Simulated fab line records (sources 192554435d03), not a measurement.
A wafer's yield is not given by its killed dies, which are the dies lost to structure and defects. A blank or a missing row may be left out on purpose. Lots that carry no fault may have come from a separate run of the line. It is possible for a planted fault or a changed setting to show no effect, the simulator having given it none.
The tool behind it: which one? + flow n5Finfet + Sampling: 11 lots, 33 wafers, 4 of 1938 route steps

== WHAT THE GAUGES READ, wafer by wafer ==
N5_BEOL_M8_THK_MEAS_01.
| lot  | measured     | on           | M8_ILD_THK (nm)   |
|------|--------------|--------------|-------------------|
| L294 | day 11 00:02 | filmMetro-01 | 151.6 155.3 156.1 |
| L295 | day 12 07:18 | filmMetro-01 | 152.6 154.3 156.1 |
| L296 | day 12 10:41 | filmMetro-02 | 153.8 155.1 156.3 |
| L297 | day 12 18:42 | filmMetro-01 | 153.9 155.0 154.6 |
| L300 | day 13 10:42 | filmMetro-01 | 154.3 154.6 156.9 |
| L312 | day 14 13:34 | filmMetro-02 | 153.5 155.4 156.3 |
| L308 | day 15 04:56 | filmMetro-02 | 162.3 161.8 163.2 |
| L309 | day 15 10:02 | filmMetro-02 | 161.4 164.6 163.6 |
| L313 | day 15 17:52 | filmMetro-01 | 152.0 155.3 156.0 |
| L299 | day 16 22:45 | filmMetro-02 | 153.8 153.2 155.4 |
| L314 | day 17 20:35 | filmMetro-02 | 151.7 151.2 154.9 |

== WHAT TOOL EACH LOT RAN ON (gives the tool, then ch and the chambers of the sampled wafers, and finally the start) ==
| lot  | N5_BEOL_M7_DEP_56               | N5_BEOL_M8_ILD_DEP_00           | N5_BEOL_M8_CURE_74           |
|------|---------------------------------|---------------------------------|------------------------------|
| L294 | pecvd-01 ch 1,2, day 10 23:20   | pecvd-01 ch 0,1,2, day 10 23:28 | uvCure-03 ch 2, day 10 23:41 |
| L295 | pecvd-01 ch 0,1,2, day 12 06:35 | pecvd-01 ch 0,2, day 12 06:43   | uvCure-02 ch 1, day 12 06:52 |
| L296 | pecvd-04 ch 0,1,2, day 12 09:58 | pecvd-02 ch 0,1,2, day 12 10:06 | uvCure-03 ch 1, day 12 10:10 |
| L297 | pecvd-01 ch 0,1,2, day 12 17:59 | pecvd-02 ch 0,1,2, day 12 18:07 | uvCure-03 ch 1, day 12 18:10 |
| L300 | pecvd-03 ch 0,1,2, day 13 09:59 | pecvd-02 ch 0,1, day 13 10:07   | uvCure-03 ch 0, day 13 10:11 |
| L312 | pecvd-04 ch 0,1,2, day 14 12:51 | pecvd-04 ch 1,2, day 14 12:59   | uvCure-02 ch 0, day 14 13:08 |
| L308 | pecvd-04 ch 0,1,2, day 15 04:12 | pecvd-01 ch 1,2, day 15 04:22   | uvCure-03 ch 0, day 15 04:35 |
| L309 | pecvd-03 ch 0,2, day 15 09:20   | pecvd-01 ch 0,1, day 15 09:28   | uvCure-01 ch 2, day 15 09:37 |
| L313 | pecvd-01 ch 0,2, day 15 17:06   | pecvd-02 ch 0,2, day 15 17:14   | uvCure-01 ch 0, day 15 17:31 |
| L299 | pecvd-01 ch 0,1,2, day 16 22:02 | pecvd-04 ch 0,1, day 16 22:10   | uvCure-02 ch 1, day 16 22:14 |
| L314 | pecvd-04 ch 0,1,2, day 17 19:52 | pecvd-02 ch 0,2, day 17 19:59   | uvCure-02 ch 1, day 17 20:05 |
- N5_BEOL_M7_DEP_56: deposits SiCN from 3MS/NH3, target thk 10 nm, time 17.5 s.
- N5_BEOL_M8_ILD_DEP_00: deposits SiCOH lowk from DEMS/porogen, target thk 179.75 nm, time 33.4 s.
- N5_BEOL_M8_CURE_74: cures SiCOH lowk, time 240 s.

== THE ANSWER, worked out from the rows above alone ==
Rule: the usual values come from the lots themselves. The widest of any qualifying gaps counts: lots, ordered by their means at a reading, are off when they make up no more than a third of the lots, leave a main group of 4 or more, and stand apart from it by 3 or more times the standard deviation of that group's means. A main group whose means are all the same, to the digits that the tables above print for the reading, isn't used. A lot without any number at a reading at which 4 lots or more have one is off too. All remaining lots with rows at the step are treated as sound.
Off: at N5_BEOL_M8_THK_MEAS_01 (M8_ILD_THK), L308, L309. Main group: mean 154.4 nm, sd 0.74.
A tool fits if, at a process step before that reading, it ran every lot that is off, and no sound lot after the first of them. Gauges at N5_BEOL_M8_THK_MEAS_01: tried the same way as those tools. One fits: pecvd-01 at N5_BEOL_M8_ILD_DEP_00. A fault onset in the window from L295 (day 12 06:43, its last sound lot) to L308 (day 15 04:22, its first lot off) fits.

== WHAT THE SIMULATOR PUT IN ==
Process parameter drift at N5_BEOL_M8_ILD_DEP_00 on pecvd-01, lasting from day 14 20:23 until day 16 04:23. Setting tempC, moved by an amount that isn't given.
Shown lots that were struck: L308, L309. Same finding as the rule above.
